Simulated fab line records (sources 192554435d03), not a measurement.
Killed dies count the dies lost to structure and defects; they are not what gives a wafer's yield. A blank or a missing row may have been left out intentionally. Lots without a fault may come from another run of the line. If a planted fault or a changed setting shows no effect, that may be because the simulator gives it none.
What tool caused it?	flow n5_finfet	Sampling: 11 lots, 33 wafers, 3 of 1938 route steps

## WHAT THE GAUGES READ, wafer by wafer
N5_MIM_TOP_LITHO_OVL_MEAS_11.
lot	measured	on	MIM_TOP_OVL (nm)
L491	day 11 18:46	overlay-01	-9 -8 -10
L492	day 11 19:19	overlay-02	6 0 11
L493	day 12 06:58	overlay-02	2 -1 -5
L497	day 12 23:59	overlay-01	-3 -7 -3
L496	day 13 00:11	overlay-02	-3 8 0
L500	day 14 07:57	overlay-02	-1 -11 -6
L504	day 15 09:05	overlay-02	-6 5 -8
L506	day 15 10:16	overlay-01	-11 -2 -10
L508	day 16 01:23	overlay-01	2 1 3
L510	day 17 10:31	overlay-02	-14 -15 -7
L511	day 18 03:49	overlay-01	-3 -3 -8

## WHAT TOOL EACH LOT RAN ON (gives the tool, then ch and the chambers of the sampled wafers, and finally the start)
lot	N5_BEOL_M15_PRE_CLEAN_42	N5_MIM_TOP_LITHO_EXPOSE_05
L491	pvd_sputter-01, day 11 12:08	krf_scanner-01 ch 0, day 11 18:34
L492	pvd_sputter-03, day 11 14:22	krf_scanner-02 ch 0, day 11 19:07
L493	pvd_sputter-02, day 12 00:58	krf_scanner-01 ch 0, day 12 06:45
L497	pvd_sputter-03, day 12 17:37	krf_scanner-01 ch 0, day 12 23:48
L496	pvd_sputter-03, day 12 18:01	krf_scanner-02 ch 0, day 12 23:58
L500	pvd_sputter-01, day 14 02:00	krf_scanner-02 ch 0, day 14 07:45
L504	pvd_sputter-03, day 15 02:52	krf_scanner-02 ch 0, day 15 08:53
L506	pvd_sputter-01, day 15 03:49	krf_scanner-01 ch 0, day 15 10:03
L508	pvd_sputter-01, day 15 18:55	krf_scanner-01 ch 0, day 16 01:11
L510	pvd_sputter-03, day 17 06:52	krf_scanner-02 ch 0, day 17 10:18
L511	pvd_sputter-03, day 17 23:40	krf_scanner-01 ch 0, day 18 03:37
- N5_BEOL_M15_PRE_CLEAN_42: time 30 s.
- N5_MIM_TOP_LITHO_EXPOSE_05: exposes mask MIM TOP, target cd 2000 nm.

## AS READ BY THE TOOLS THEMSELVES (means over the sampled wafers that have a number; for cases with no such wafer, the mark the record gives instead)
N5_BEOL_M15_PRE_CLEAN_42.
lot	tool	heater_power_w (W)	susceptor_temp_C (C)
L491	pvd_sputter-01	437	299.94
L492	pvd_sputter-03	495	300.07
L493	pvd_sputter-02	478	300.02
L497	pvd_sputter-03	460	299.94
L496	pvd_sputter-03	435	300.03
L500	pvd_sputter-01	446	300.15
L504	pvd_sputter-03	495	299.92
L506	pvd_sputter-01	458	299.86
L508	pvd_sputter-01	432	299.94
L510	pvd_sputter-03	407	300.15
L511	pvd_sputter-03	435	299.98

N5_MIM_TOP_LITHO_EXPOSE_05.
lot	tool	exposure_dose_mJ_cm2	reticle_temp_C (C)	stage_vel_mm_s (mm/s)
L491	krf_scanner-01	20.487	23.02	500.27
L492	krf_scanner-02	20.491	23.08	500.04
L493	krf_scanner-01	20.508	23.10	500.00
L497	krf_scanner-01	20.495	23.01	499.92
L496	krf_scanner-02	20.466	22.94	500.18
L500	krf_scanner-02	20.519	22.93	500.12
L504	krf_scanner-02	20.493	23.01	500.12
L506	krf_scanner-01	20.486	22.94	499.72
L508	krf_scanner-01	20.824	23.01	499.82
L510	krf_scanner-02	20.467	23.07	500.23
L511	krf_scanner-01	20.661	23.08	500.47

## THE ANSWER, worked out from the rows above alone
Rule: the usual values come from the lots themselves. The widest of any qualifying gaps counts: lots, ordered by their means at a reading, are off when they make up no more than a third of the lots, leave a main group of 4 or more, and stand apart from it by 3 or more times the standard deviation of that group's means. A main group whose means are all the same, to the digits that the tables above print for the reading, isn't used. Also off: a lot with no number at a reading for which 4 or more lots have one. The other lots that the step has rows for count as sound. Order of review: gauges by route order, followed by the tools' own readings, for which a lot's mean as printed above is used. At the first step where some lot is off, the reading lying furthest off is the one used; lots without a number count as furthest.
Off, at N5_MIM_TOP_LITHO_EXPOSE_05 on exposure_dose_mJ_cm2: L508, L511. Mean 20.490 and standard deviation 0.016 in the main group.
A tool fits if, at that step or a process step before it, it ran every lot that is off, and no sound lot after the first of them. One fits: krf_scanner-01 at N5_MIM_TOP_LITHO_EXPOSE_05. Its last sound lot is L506 (day 15 10:03), its first lot that is off L508 (day 16 01:11): a fault that began between those two fits.
The tool's own readings at N5_MIM_TOP_LITHO_EXPOSE_05 bear it out: on the lots that are off they differ by more than 5 times the standard deviation of the sound lots' means. exposure_dose_mJ_cm2 reads 20.742 there against 20.490 on the sound lots.

## WHAT THE SIMULATOR HAD PUT IN
Process parameters drifting: krf_scanner-01 at N5_MIM_TOP_LITHO_EXPOSE_05, beginning at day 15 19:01. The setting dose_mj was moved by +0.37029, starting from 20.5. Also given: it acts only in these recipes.
Struck lots among those shown: L508, L511. The same result came from the rule above.
